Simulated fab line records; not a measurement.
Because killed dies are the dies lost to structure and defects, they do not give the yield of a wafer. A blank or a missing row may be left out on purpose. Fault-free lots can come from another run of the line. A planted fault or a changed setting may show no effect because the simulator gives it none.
Which tool is to blame? / flow nand-harc / 6 lots with 18 wafers sampled at 4 steps, on a route of 1302 steps

== WHAT THE GAUGES READ, wafer by wafer ==
NHARC_P_GATE_CD_MEAS_26: target cd 120 nm.
lot=L798; measured=day 4 19:49; on=cd-sem-02; cd-nm (nm)=120.2 120.4 119.6
lot=L800; measured=day 5 17:11; on=cd-sem-01; cd-nm (nm)=118.5 118.7 118.8
lot=L806; measured=day 8 08:56; on=cd-sem-02; cd-nm (nm)=120.3 119.2 119.3
lot=L808; measured=day 9 02:12; on=cd-sem-01; cd-nm (nm)=119.1 118.4 119.0
lot=L813; measured=day 11 09:03; on=cd-sem-03; cd-nm (nm)=222.6 222.9 222.7
lot=L815; measured=day 12 07:02; on=cd-sem-01; cd-nm (nm)=223.4 223.3 224.1

== EACH LOT AND THE TOOL THAT RAN IT (in order: tool; ch and the chambers of the sampled wafers; start) ==
lot=L798; NHARC_P_STI_CMP_21=cmp-03 ch 0,2,3, day 3 11:09; NHARC_P_GATE_DEP_103=pecvd-02 ch 0,2, day 4 19:10; NHARC_P_GATE_PEB_24=litho-track-04 ch 0, day 4 19:44
lot=L800; NHARC_P_STI_CMP_21=cmp-03 ch 0,1,2, day 4 08:35; NHARC_P_GATE_DEP_103=pecvd-02 ch 1,2, day 5 16:26; NHARC_P_GATE_PEB_24=litho-track-01 ch 0, day 5 17:07
lot=L806; NHARC_P_STI_CMP_21=cmp-04 ch 1,2,3, day 6 19:02; NHARC_P_GATE_DEP_103=pecvd-02 ch 0,2, day 8 08:15; NHARC_P_GATE_PEB_24=litho-track-01 ch 0, day 8 08:51
lot=L808; NHARC_P_STI_CMP_21=cmp-03 ch 0,1,3, day 7 14:23; NHARC_P_GATE_DEP_103=pecvd-01 ch 1,2, day 9 01:39; NHARC_P_GATE_PEB_24=litho-track-06 ch 0, day 9 02:07
lot=L813; NHARC_P_STI_CMP_21=cmp-03 ch 1,2,3, day 9 16:36; NHARC_P_GATE_DEP_103=pecvd-02 ch 0,1,2, day 11 08:23; NHARC_P_GATE_PEB_24=litho-track-01 ch 0, day 11 08:58
lot=L815; NHARC_P_STI_CMP_21=cmp-02 ch 1,2,3, day 10 20:52; NHARC_P_GATE_DEP_103=pecvd-02 ch 1,2, day 12 06:20; NHARC_P_GATE_PEB_24=litho-track-01 ch 0, day 12 06:57
- NHARC_P_STI_CMP_21: polishes, t overpolish 20 s, target thk 380.67 nm.
- NHARC_P_GATE_DEP_103: deposits SiON, target thk 30 nm.
- NHARC_P_GATE_PEB_24: peb time 65 s.

== THE ANSWER, worked out from the rows above alone ==
Rule: the usual values come from the lots themselves. The widest of any qualifying gaps counts: lots, ordered by their means at a reading, are off when they make up no more than a third of the lots, leave a main group of 4 or more, and stand apart from it by 3 or more times the standard deviation of that group's means. A main group is skipped when, at the precision printed for the reading in the tables above, its means are all equal. Also off: a lot with no number at a reading for which 4 or more lots have one. Any other lot the step has rows for is counted as sound.
Off: L813, L815 (NHARC_P_GATE_CD_MEAS_26, cd-nm). The main group has a mean of 119.3 nm with a standard deviation of 0.57.
A tool fits if, at a process step before that reading, it ran every lot that is off, and no sound lot after the first of them. The gauges at NHARC_P_GATE_CD_MEAS_26 are tried like those tools. Undecided on this evidence; 2 tools fit (pecvd-02 at NHARC_P_GATE_DEP_103, litho-track-01 at NHARC_P_GATE_PEB_24).

== WHAT THE SIMULATOR HAD INSERTED ==
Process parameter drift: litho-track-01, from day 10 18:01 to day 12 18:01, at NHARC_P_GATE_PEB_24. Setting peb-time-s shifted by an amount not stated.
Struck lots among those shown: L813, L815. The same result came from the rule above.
